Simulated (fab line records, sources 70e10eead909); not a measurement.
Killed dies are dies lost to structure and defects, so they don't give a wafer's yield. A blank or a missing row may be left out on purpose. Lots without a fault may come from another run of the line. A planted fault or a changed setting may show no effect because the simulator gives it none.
fab line records | flow nand_harc
record lots=5 wafers=15 last_day=34
route steps=1302 shown THIN_TSV@1281 END@1301
lots that met no fault: from a run of the same line without faults
start_h: hours from the record's first day to the start of the lot's first wafer shown | wait_h: hours since the lot's step before | " the same as in the row above | L1.1+2: a row that stands for several wafers | - no value, or no start given | * or withheld: withheld | < > ~ a bound
route shown NAME@n: a module of which the file shows steps, and the number in the route of the first | usual: mean/standard deviation of fault-free wafers | same: alike in all rows | chamber/n: place in a boat | sites: the reading at each site | _std_site: their standard deviation | _edge_site: outer sites' mean less inner sites' | radius_mm: how far each site lies from the wafer's centre | mask NAME#n: copy n | behind: the tool/chamber that last shaped the wafer | hold: why the lot was held/for how many hours/how that ended | device: the transistor (n, p or np) that didn't switch | end of line: the same wafers' tests at the end of the route | a step without rows: its recipe alone | killed: dies lost to structure and defects at the first sort, not the wafer's yield | map: a wafer's dies, x killed, . not, _ none there
set.NAME: the setting as run; set.NAME@STEP: as run at that earlier step | model.NAME: the simulator's own value behind a step, which no gauge read
lots at some steps of the route; a table a step, a row a wafer
services: from which hour (start_h, from the record's first day; less than 0 if before it) a tool's chamber was out of use, for how many hours, and why
## steps
# step NHARC_THIN_TSV_PVD_55
# recipe target_thk_a=500 material=TiN
# columns lot.wafer tool chamber start_h wait_h
L078.3+6+5 pvd_sputter-02 - 573.89 0.1
L083.2+6+5 pvd_sputter-03 - 646.01 0.0
L085.2+1+6 pvd_sputter-02 - 659.65 0.1
L086.2+3+4 pvd_sputter-01 - 664.48 0.0
L095.2+1+5 pvd_sputter-03 - 793.09 0.1
# step NHARC_THIN_TSV_PVD_24
# recipe target_thk_a=8000 power_w=withheld chamber_pressure_pa=withheld substrate_temp_c=withheld time_s=withheld gas=Ar material=Al
# columns lot.wafer tool chamber start_h wait_h
L078.3+6+5 pvd_sputter-02 - 574.17 0.3
L083.2+6+5 pvd_sputter-03 - 646.32 0.3
L085.1+2+6 pvd_sputter-02 - 659.76 0.1
L086.3+4+2 pvd_sputter-01 - 664.63 0.1
L095.1+2+5 pvd_sputter-03 - 793.20 0.1
# step NHARC_THIN_TSV_DEHYDRATE_25
# recipe temp_c=150 time_s=120
# usual resist_line_temp_C=23.00/0.11
# columns lot.wafer tool chamber start_h wait_h resist_line_temp_C
L078.3 litho_track-02 0 574.41 - 22.99
L078.5 " 0 " " 22.95
L078.6 " 0 " " 23.04
L083.2 litho_track-07 0 646.57 - 23.07
L083.5 " 0 " " 22.93
L083.6 " 0 " " 22.94
L085.1 litho_track-07 0 660.17 - 22.92
L085.2 " 0 " " 23.05
L085.6 " 0 " " 23.01
L086.2 litho_track-02 0 665.04 - 22.82
L086.3 " 0 " " 22.93
L086.4 " 0 " " 22.72
L095.1 litho_track-07 0 793.63 - 23.08
L095.2 " 0 " " 23.17
L095.5 " 0 " " 23.19
# step NHARC_THIN_TSV_HMDS_26
# recipe time_s=30
# usual resist_line_temp_C=23.00/0.1
# columns lot.wafer tool chamber start_h wait_h resist_line_temp_C
L078.3 litho_track-02 0 - - 22.84
L078.5 " 0 " " 22.99
L078.6 " 0 " " 23.04
L083.2 litho_track-07 0 - - 22.87
L083.5 " 0 " " 22.77
L083.6 " 0 " " 22.91
L085.1 litho_track-07 0 - - 22.96
L085.2 " 0 " " 23.04
L085.6 " 0 " " 22.97
L086.2 litho_track-02 0 - - 22.95
L086.3 " 0 " " 22.88
L086.4 " 0 " " 23.00
L095.1 litho_track-07 0 - - 22.87
L095.2 " 0 " " 22.88
L095.5 " 0 " " 22.97
# step NHARC_THIN_TSV_COAT_27
# recipe spin_rpm=*
# usual resist_line_temp_C=22.99/0.1
# columns lot.wafer tool chamber start_h wait_h resist_line_temp_C
L078.3 litho_track-02 0 - - 22.94
L078.5 " 0 " " 23.02
L078.6 " 0 " " 22.90
L083.2 litho_track-07 0 - - 23.05
L083.5 " 0 " " 22.97
L083.6 " 0 " " 22.97
L085.1 litho_track-07 0 - - 23.00
L085.2 " 0 " " 22.91
L085.6 " 0 " " 22.88
L086.2 litho_track-02 0 - - 22.96
L086.3 " 0 " " 22.96
L086.4 " 0 " " 23.07
L095.1 litho_track-07 0 - - 22.97
L095.2 " 0 " " 22.92
L095.5 " 0 " " 23.04
# step NHARC_THIN_TSV_SOFTBAKE_28
# recipe temp_c=122 time_s=95
# usual resist_line_temp_C=22.99/0.12
# columns lot.wafer tool chamber start_h wait_h resist_line_temp_C
L078.3 litho_track-02 0 - - 22.72
L078.5 " 0 " " 22.87
L078.6 " 0 " " 22.89
L083.2 litho_track-07 0 - - 22.87
L083.5 " 0 " " 22.84
L083.6 " 0 " " 22.85
L085.1 litho_track-07 0 - - 23.03
L085.2 " 0 " " 22.97
L085.6 " 0 " " 23.03
L086.2 litho_track-02 0 - - 23.16
L086.3 " 0 " " 23.08
L086.4 " 0 " " 23.27
L095.1 litho_track-07 0 - - 22.99
L095.2 " 0 " " 22.97
L095.5 " 0 " " 23.05
# step NHARC_THIN_TSV_EBR_29
# usual resist_line_temp_C=22.99/0.11
# columns lot.wafer tool chamber start_h wait_h resist_line_temp_C
L078.3 litho_track-02 0 - - 22.94
L078.5 " 0 " " 22.95
L078.6 " 0 " " 22.78
L083.2 litho_track-07 0 - - 23.06
L083.5 " 0 " " 23.04
L083.6 " 0 " " 23.10
L085.1 litho_track-07 0 - - 22.97
L085.2 " 0 " " 22.96
L085.6 " 0 " " 23.12
L086.2 litho_track-02 0 - - 23.01
L086.3 " 0 " " 22.95
L086.4 " 0 " " 22.97
L095.1 litho_track-07 0 - - 23.15
L095.2 " 0 " " 22.94
L095.5 " 0 " " 22.99
# step NHARC_THIN_TSV_EXPOSE_30
# recipe na=0.55 dose_mj=11.47 mask_id=PAD
# usual focus_offset_nm=-0.1/0.49
# columns lot.wafer tool chamber start_h wait_h mask focus_offset_nm
L078.3 krf_scanner-01 0 574.57 - PAD#0 0.4
L078.5 " 0 " " PAD#0 -0.3
L078.6 " 0 " " PAD#0 -0.4
L083.2 krf_scanner-03 0 646.84 - PAD#0 0.1
L083.5 " 0 " " PAD#0 -0.3
L083.6 " 0 " " PAD#0 0.1
L085.1 krf_scanner-01 0 660.44 - PAD#0 0.6
L085.2 " 0 " " PAD#0 0.1
L085.6 " 0 " " PAD#0 0.1
L086.2 krf_scanner-03 0 665.32 - PAD#0 -1.0
L086.3 " 0 " " PAD#0 -1.4
L086.4 " 0 " " PAD#0 -1.0
L095.1 krf_scanner-03 0 793.77 - PAD#0 -0.3
L095.2 " 0 " " PAD#0 0.0
L095.5 " 0 " " PAD#0 -0.3
# step NHARC_THIN_TSV_PEB_31
# recipe peb_temp_c=118 peb_time_s=85
# usual resist_line_temp_C=23.02/0.11
# columns lot.wafer tool chamber start_h wait_h resist_line_temp_C
L078.3 litho_track-07 0 574.63 0.1 22.94
L078.5 " 0 " " 22.95
L078.6 " 0 " " 22.89
L083.2 litho_track-03 0 646.90 0.1 23.15
L083.5 " 0 " " 23.22
L083.6 " 0 " " 23.01
L085.1 litho_track-03 0 660.51 0.1 23.12
L085.2 " 0 " " 23.26
L085.6 " 0 " " 23.24
L086.2 litho_track-03 0 665.38 0.1 22.91
L086.3 " 0 " " 22.88
L086.4 " 0 " " 22.94
L095.1 litho_track-07 0 793.84 0.1 23.10
L095.2 " 0 " " 23.22
L095.5 " 0 " " 23.06
# step NHARC_THIN_TSV_DEVELOP_32
# recipe time_s=70
# usual resist_line_temp_C=23.00/0.098
# columns lot.wafer tool chamber start_h wait_h resist_line_temp_C
L078.3 litho_track-07 0 - - 23.19
L078.5 " 0 " " 22.97
L078.6 " 0 " " 23.12
L083.2 litho_track-03 0 - - 23.10
L083.5 " 0 " " 23.05
L083.6 " 0 " " 23.14
L085.1 litho_track-03 0 - - 22.87
L085.2 " 0 " " 23.09
L085.6 " 0 " " 23.12
L086.2 litho_track-03 0 - - 22.84
L086.3 " 0 " " 23.07
L086.4 " 0 " " 22.94
L095.1 litho_track-07 0 - - 23.11
L095.2 " 0 " " 23.01
L095.5 " 0 " " 23.11
# step NHARC_THIN_TSV_CD_MEAS_33
# recipe target_cd_nm=5000 landing_energy_ev=500
# usual cd_nm=4999.3/2.3
# columns lot.wafer tool chamber start_h wait_h cd_nm
L078.3 cd_sem-01 0 574.72 - 5001.6
L078.5 " 0 " " 5001.6
L078.6 " 0 " " 4999.5
L083.2 cd_sem-02 0 647.00 - 5002.1
L083.5 " 0 " " 5002.4
L083.6 " 0 " " 5000.4
L085.1 cd_sem-03 0 660.60 - 5001.3
L085.2 " 0 " " 5002.1
L085.6 " 0 " " 5001.2
L086.2 cd_sem-01 0 665.47 - 5001.2
L086.3 " 0 " " 5000.0
L086.4 " 0 " " 5002.5
L095.1 cd_sem-03 0 793.93 - 5001.2
L095.2 " 0 " " 5001.5
L095.5 " 0 " " 4999.6
# step NHARC_THIN_TSV_HARDBAKE_34
# recipe temp_c=125 time_s=80
# usual resist_line_temp_C=23.00/0.1
# columns lot.wafer tool chamber start_h wait_h resist_line_temp_C
L078.3 litho_track-03 0 574.80 - 23.30
L078.5 " 0 " " 23.11
L078.6 " 0 " " 22.92
L083.2 litho_track-07 0 647.08 - 23.04
L083.5 " 0 " " 23.14
L083.6 " 0 " " 23.13
L085.1 litho_track-02 0 660.68 - 23.05
L085.2 " 0 " " 22.92
L085.6 " 0 " " 22.97
L086.2 litho_track-02 0 665.55 - 23.12
L086.3 " 0 " " 23.02
L086.4 " 0 " " 22.96
L095.1 litho_track-02 0 794.01 - 23.12
L095.2 " 0 " " 23.08
L095.5 " 0 " " 23.06
# step NHARC_THIN_TSV_DESCUM_35
# recipe time_s=3 o2_flow_sccm=200 ar_flow_sccm=0 bias_power_w=0 chemistry=O2
# usual chamber_pressure_mTorr=59.99/0.056 drypump_motor_current_A=5.7/0.48 oes_product_au=0.999/0.01 rf_vpp_V=57.9/0.9 showerhead_plenum_p_Torr=1.93/0.093 throttle_valve_pct=11.311/0.0088
# columns lot.wafer tool chamber start_h wait_h chamber_pressure_mTorr drypump_motor_current_A oes_product_au rf_hours_counter_h rf_vpp_V showerhead_plenum_p_Torr throttle_valve_pct
L078.3 rie_diel-06 0 574.88 - 60.01 5.8 0.977 4.0 58.5 1.95 11.316
L078.6 " 0 " " 60.09 5.8 0.982 - 59.0 1.95 11.316
L078.5 " 1 " " 59.96 5.1 1.018 - 59.5 2.05 11.313
L083.2 rie_diel-03 2 647.16 - 60.02 6.0 0.987 0.1 57.4 1.96 11.309
L083.5 " 1 " " 59.91 6.2 1.002 - 58.0 1.86 11.299
L083.6 " 2 " " 60.02 6.0 0.987 - 57.2 1.96 11.309
L085.1 rie_diel-07 3 660.77 - 59.95 6.6 0.994 0.1 58.1 1.87 11.300
L085.2 " 1 " " 60.09 4.9 0.987 0.1 59.4 2.02 11.312
L085.6 " 2 " " 60.06 6.3 0.996 - 57.4 1.90 11.310
L086.3 rie_diel-07 1 665.63 - 60.05 4.9 0.982 0.5 59.9 2.02 11.307
L086.4 " 2 " " 59.99 6.2 1.009 0.5 57.1 1.90 11.316
L086.2 " 3 " " 59.98 6.6 0.992 0.3 58.1 1.87 11.319
L095.2 rie_diel-06 2 794.10 - 59.98 5.2 1.000 5.7 58.9 2.06 11.305
L095.1 " 0 " " 60.04 5.8 0.990 4.8 57.7 1.95 11.310
L095.5 " 2 " " 60.02 5.2 0.999 - 57.7 2.06 11.318
# step NHARC_THIN_TSV_ETCH_59
# recipe target_depth_a=8800 icp_w=900 bias_w=100 Cl2_flow_sccm=60 bcl3_flow_sccm=30 time_s=138.1 chemistry=Cl2/BCl3
# usual chamber_pressure_mTorr=9.999/0.0091 drypump_motor_current_A=5.8/0.38 oes_product_au=0.997/0.0081 throttle_valve_pct=22.265/0.0094
# columns lot.wafer tool chamber start_h wait_h chamber_pressure_mTorr drypump_motor_current_A oes_product_au rf_hours_counter_h throttle_valve_pct
L078.3 rie_metal-03 1 575.08 0.2 10.001 6.4 0.993 - 22.271
L078.6 " 1 " " 9.997 6.4 0.994 - 22.268
L078.5 " 0 " " 9.990 5.4 0.989 - 22.261
L083.2 rie_metal-03 1 647.32 0.1 9.999 6.4 0.996 2.5 22.264
L083.5 " 0 " " 9.996 5.4 0.990 - 22.268
L083.6 " 1 " " 9.999 6.5 1.005 - 22.262
L085.1 rie_metal-03 1 660.88 0.1 9.992 6.4 0.997 2.7 22.272
L085.2 " 0 " " 9.994 5.4 0.981 2.7 22.272
L085.6 " 0 " " 9.996 5.4 0.983 - 22.275
L086.2 rie_metal-02 0 665.79 0.1 10.001 6.0 1.000 0.5 22.272
L086.3 " 1 " " 9.976 5.9 0.999 - 22.275
L086.4 " 0 " " 9.989 6.0 0.993 - 22.265
L095.1 rie_metal-01 0 794.22 0.1 9.997 5.5 0.989 0.3 22.275
L095.2 " 1 " " 9.993 5.7 1.001 0.3 22.274
L095.5 " 1 " " 10.000 5.7 0.998 - 22.279
# step NHARC_THIN_TSV_ETCH_36
# recipe target_depth_a=650 over_etch_frac=0.3 time_s=18.571 ion_energy_ev=150 chemistry=Cl2/BCl3
# usual chamber_pressure_mTorr=10.000/0.0092 drypump_motor_current_A=5.8/0.38 oes_product_au=0.995/0.0069
# columns lot.wafer tool chamber start_h wait_h chamber_pressure_mTorr drypump_motor_current_A oes_product_au rf_hours_counter_h
L078.3 rie_metal-03 1 575.27 0.2 10.000 6.4 1.000 -
L078.6 " 1 " " 10.007 6.4 1.001 -
L078.5 " 0 " " 9.982 5.4 1.007 -
L083.2 rie_metal-03 1 647.55 0.2 9.998 6.4 0.992 2.6
L083.5 " 0 " " 9.990 5.4 0.996 -
L083.6 " 1 " " 9.999 6.4 0.996 -
L085.2 rie_metal-03 0 661.14 0.2 10.009 5.4 0.995 2.9
L085.1 " 1 " " 9.990 6.4 0.994 2.9
L085.6 " 0 " " 10.003 5.4 1.000 -
L086.2 rie_metal-02 0 666.02 0.2 9.991 6.1 0.992 0.7
L086.3 " 1 " " 9.996 5.8 0.999 -
L086.4 " 0 " " 9.997 6.1 0.993 -
L095.2 rie_metal-01 1 794.47 0.2 9.987 5.7 0.995 0.5
L095.1 " 0 " " 10.005 5.5 0.980 0.5
L095.5 " 0 " " 10.005 5.5 0.991 -
# step NHARC_THIN_TSV_STRIP_56
# recipe power_w=1500 temp_c=250 chemistry=O2
# usual drypump_motor_current_A=5.6/0.51 heater_power_w=338/33
# columns lot.wafer tool chamber start_h wait_h drypump_motor_current_A heater_power_w rf_hours_counter_h
L078.3 plasma_asher-02 0 575.46 0.2 6.1 316 -
L078.6 " 0 " " 6.1 314 -
L078.5 " 1 " " 5.5 322 -
L083.2 plasma_asher-01 1 647.64 0.1 4.7 387 22
L083.6 " 1 " " 4.7 403 -
L083.5 " 0 " " 5.8 319 -
L085.2 plasma_asher-02 0 661.24 0.1 6.1 336 10
L085.1 " 1 " " 5.5 308 10
L085.6 " 1 " " 5.5 302 -
L086.2 plasma_asher-01 1 666.12 0.1 4.7 387 26
L086.4 " 1 " " 4.7 406 -
L086.3 " 0 " " 5.8 322 -
L095.2 plasma_asher-02 0 794.58 0.1 6.1 322 1
L095.1 " 1 " " 5.5 321 1
L095.5 " 0 " " 6.1 316 -
# step NHARC_THIN_TSV_STRIP_57
# recipe time_s=1200 temp_c=72.5 chemistry=post_etch_residue_remover
# columns lot.wafer tool chamber start_h wait_h
L078.3+5+6 wet_bench-08 3,5,0 575.71 0.2
L083.6+5+2 wet_bench-10 7,0,4 647.98 0.1
L085.1+6+2 wet_bench-10 3,4,5 661.60 0.3
L086.2+3+4 wet_bench-08 3,6,0 666.46 0.3
L095.1+2+5 wet_bench-10 7,0,2 794.95 0.3
# step NHARC_THIN_TSV_CD_MEAS_37
# usual cd_nm=4999.8/2.8
# columns lot.wafer tool chamber start_h wait_h cd_nm
L078.3 cd_sem-01 - 576.16 - 5000.7
L078.5 " - " " 5000.4
L078.6 " - " " 5001.2
L083.2 cd_sem-01 - 648.43 - 5004.9
L083.5 " - " " 5000.1
L083.6 " - " " 5001.6
L085.1 cd_sem-02 - 662.05 - 5004.7
L085.2 " - " " 5001.7
L085.6 " - " " 5000.6
L086.2 cd_sem-02 - 666.91 - 5001.1
L086.3 " - " " 5001.9
L086.4 " - " " 5001.9
L095.1 cd_sem-02 - 795.39 - 5005.2
L095.2 " - " " 5001.0
L095.5 " - " " 5002.0
# step NHARC_THIN_TSV_ANNEAL_58
# recipe temp_c=400 time_s=1800
# usual spike_tc_lower_C=400.7/1.2 zone_power_centre_pct=4.86/0.23
# columns lot.wafer tool chamber start_h wait_h spike_tc_lower_C zone_power_centre_pct
L078.3 furnace-08 0 579.31 3.1 399.8 4.38
L078.5 " 0 " " 402.0 4.49
L078.6 " 0 " " 400.1 4.50
L083.2 furnace-08 0 650.66 2.2 398.5 4.54
L083.5 " 0 " " 399.2 4.51
L083.6 " 0 " " 399.2 4.41
L085.1 furnace-08 0 668.34 6.3 399.4 4.52
L085.2 " 0 " " 398.8 4.47
L085.6 " 0 " " 399.0 4.43
L086.2 furnace-08 0 668.34 1.4 400.2 4.50
L086.3 " 0 " " 400.3 4.45
L086.4 " 0 " " 399.7 4.53
L095.1 furnace-07 0 798.60 3.2 400.9 4.99
L095.2 " 0 " " 400.9 5.02
L095.5 " 0 " " 402.1 5.01
# step NHARC_THIN_TSV_INSPECT_40
# usual raw_defect_count=578/90
# columns lot.wafer tool chamber start_h wait_h raw_defect_count
L078.3 defect_inspect-02 - 580.76 0.4 564
L078.5 " - " " 558
L078.6 " - " " 479
L083.2 defect_inspect-01 - 652.10 0.4 739
L083.5 " - " " 652
L083.6 " - " " 740
L085.1 defect_inspect-02 - 669.78 0.4 506
L085.2 " - " " 463
L085.6 " - " " 454
L086.2 defect_inspect-01 - 669.78 0.4 422
L086.3 " - " " 446
L086.4 " - " " 502
L095.1 defect_inspect-02 - 800.03 0.4 606
L095.2 " - " " 765
L095.5 " - " " 593
# step NHARC_END_WLT_00
# usual VT_DECK1_BOTTOM=0.872/0.0084 VT_DECK1_BOTTOM_INNER=0.872/0.0079 VT_DECK1_MEDIAN_NEAR_BOTTOM=0.874/0.0081 VT_DECK1_MEDIAN_NEAR_BOTTOM_INNER=0.874/0.0085 VT_DECK1_MIDDLE=0.885/0.0074 VT_DECK1_MIDDLE_INNER=0.885/0.0081 VT_DECK1_TOP=0.897/0.0081 VT_DECK1_TOP_INNER=0.897/0.0082 VT_DECK2_BOTTOM=0.871/0.0084 VT_DECK2_BOTTOM_INNER=0.870/0.0074 VT_DECK2_MEDIAN_NEAR_BOTTOM=0.871/0.0077 VT_DECK2_MEDIAN_NEAR_BOTTOM_INNER=0.871/0.0072 VT_DECK2_MIDDLE=0.883/0.0071 VT_DECK2_MIDDLE_INNER=0.883/0.0069 VT_DECK2_TOP=0.895/0.007 VT_DECK2_TOP_INNER=0.895/0.0079
# columns lot.wafer tool chamber start_h wait_h VT_DECK1_BOTTOM VT_DECK1_BOTTOM_INNER VT_DECK1_MEDIAN_NEAR_BOTTOM VT_DECK1_MEDIAN_NEAR_BOTTOM_INNER VT_DECK1_MIDDLE VT_DECK1_MIDDLE_INNER VT_DECK1_TOP VT_DECK1_TOP_INNER VT_DECK2_BOTTOM VT_DECK2_BOTTOM_INNER VT_DECK2_MEDIAN_NEAR_BOTTOM VT_DECK2_MEDIAN_NEAR_BOTTOM_INNER VT_DECK2_MIDDLE VT_DECK2_MIDDLE_INNER VT_DECK2_TOP VT_DECK2_TOP_INNER
L078.3 prober-02 - 591.37 10.6 0.876 0.870 0.883 0.875 0.885 0.884 0.899 0.891 0.867 0.875 0.877 0.869 0.878 0.878 0.891 0.897
L078.5 " - " " 0.875 0.880 0.875 0.884 0.890 0.886 0.900 0.896 0.865 0.869 0.860 0.865 0.880 0.884 0.890 0.893
L078.6 " - " " 0.869 0.861 0.862 0.864 0.882 0.881 0.900 0.891 0.873 0.870 0.870 0.866 0.884 0.883 0.895 0.898
L083.2 prober-02 - 654.33 2.2 0.878 0.873 0.878 0.881 0.883 0.890 0.892 0.886 0.866 0.881 0.872 0.869 0.888 0.890 0.892 0.900
L083.5 " - 655.84 3.7 0.860 0.868 0.871 0.858 0.877 0.880 0.889 0.897 0.876 0.873 0.874 0.876 0.881 0.887 0.896 0.908
L083.6 " - " " 0.871 0.873 0.874 0.878 0.880 0.883 0.892 0.891 0.870 0.875 0.866 0.875 0.889 0.886 0.897 0.899
L085.1 prober-01 - 669.82 0.0 0.879 0.872 0.869 0.878 0.894 0.893 0.907 0.908 0.858 0.859 0.864 0.865 0.880 0.875 0.887 0.888
L085.2 " - " " 0.891 0.887 0.890 0.875 0.887 0.889 0.901 0.906 0.858 0.873 0.857 0.865 0.877 0.881 0.894 0.886
L085.6 " - 672.30 2.5 0.868 0.864 0.878 0.874 0.889 0.880 0.902 0.911 0.861 0.857 0.860 0.862 0.873 0.876 0.888 0.895
L086.2 prober-02 - 670.34 0.6 0.863 0.875 0.873 0.869 0.880 0.888 0.891 0.888 0.882 0.871 0.878 0.874 0.884 0.889 0.898 0.905
L086.3 " - " " 0.886 0.881 0.882 0.876 0.894 0.888 0.894 0.889 0.883 0.880 0.876 0.881 0.888 0.888 0.905 0.897
L086.4 " - " " 0.875 0.873 0.875 0.875 0.884 0.885 0.894 0.897 0.884 0.872 0.879 0.878 0.886 0.892 0.897 0.896
L095.1 prober-01 - 800.07 0.0 0.857 0.860 0.860 0.866 0.873 0.860 0.881 0.881 0.876 0.873 0.871 0.873 0.886 0.889 0.895 0.901
L095.2 " - " " 0.851 0.861 0.858 0.857 0.869 0.863 0.878 0.879 0.866 0.867 0.867 0.866 0.878 0.885 0.886 0.898
L095.5 " - 802.08 2.1 0.849 0.853 0.849 0.851 0.867 0.866 0.883 0.875 0.860 0.863 0.865 0.873 0.882 0.886 0.891 0.894
# step NHARC_END_SORT_01
# recipe temp_c=25
# usual defect_limited_yield=93.3/1.5 killed_at_array=41/10 killed_at_other=0.8/0.91 killed_at_periphery=4.2/2.9 killed_dies=46/10 killed_open=3.5/2.1 killed_short=2.5/1.6 sort_bin_2_pct=2.4/0.71 sort_bin_3_pct=0.6/0.33 sort_bin_4_pct=3.8/0.93 sort_n_pass=631/10 sort_rim_yield_pct=86/4.5 sort_yield_pct=93.3/1.5
# same gross_dies=677 sort_bin_5_pct[%]=0 sort_bin_6_pct[%]=0 sort_bin_7_pct[%]=0 sort_bin_8_pct[%]=0 sort_rim_n_gross=106.00
# columns lot.wafer tool chamber start_h wait_h defect_limited_yield[%] killed_at_array killed_at_other killed_at_periphery killed_dies killed_open killed_short sort_bin_2_pct[%] sort_bin_3_pct[%] sort_bin_4_pct[%] sort_n_pass sort_rim_yield_pct[%] sort_yield_pct[%]
L086.3 prober-02 0 674.44 3.1 95.0 29 1 4 34 5 2 1.8 0.6 2.7 643 86 95.0
# killed by level:class
L086.3 A_CHANNEL_HOLE_D1:chamber_film_flake=13 A_CHANNEL_HOLE_D2:chamber_film_flake=11 P_CONTACT:geometric_particle:short=1 P_CONTACT:geometric_particle:open=1 P_M0:geometric_particle:open=1 P_M1:geometric_particle:open=1 A_CHANNEL_FILL_D1:geometric_particle:short=1 A_DECK1_JOINT:geometric_particle:open=1
## services
# columns tool chamber start_h hours kind
krf_scanner-01 - 560.30 2.4 repair
pvd_sputter-03 - 561.61 0.8 repair
krf_scanner-03 - 568.00 4.0 pm
furnace-08 - 573.33 4.9 repair
litho_track-02 - 577.00 7.0 pm
wet_bench-10 - 578.59 2.1 repair
litho_track-07 - 601.00 7.0 pm
plasma_asher-02 - 603.15 9.0 pm
krf_scanner-03 - 604.30 4.2 repair
pvd_sputter-03 - 613.25 3.9 repair
litho_track-03 - 625.00 7.0 pm
pvd_sputter-02 - 638.04 10.0 pm
pvd_sputter-03 - 646.89 3.6 repair
wet_bench-10 - 663.20 8.0 pm
furnace-08 - 676.09 10.7 repair
pvd_sputter-03 - 676.24 2.2 repair
rie_metal-03 - 696.00 9.0 pm
pvd_sputter-03 - 704.06 10.0 pm
krf_scanner-03 - 740.00 4.0 pm
litho_track-02 - 752.00 7.0 pm
litho_track-07 - 776.00 7.0 pm
plasma_asher-02 - 780.15 9.0 pm
rie_metal-03 0 789.10 1.5 repair
krf_scanner-03 - 797.96 1.2 repair
## key
fault none
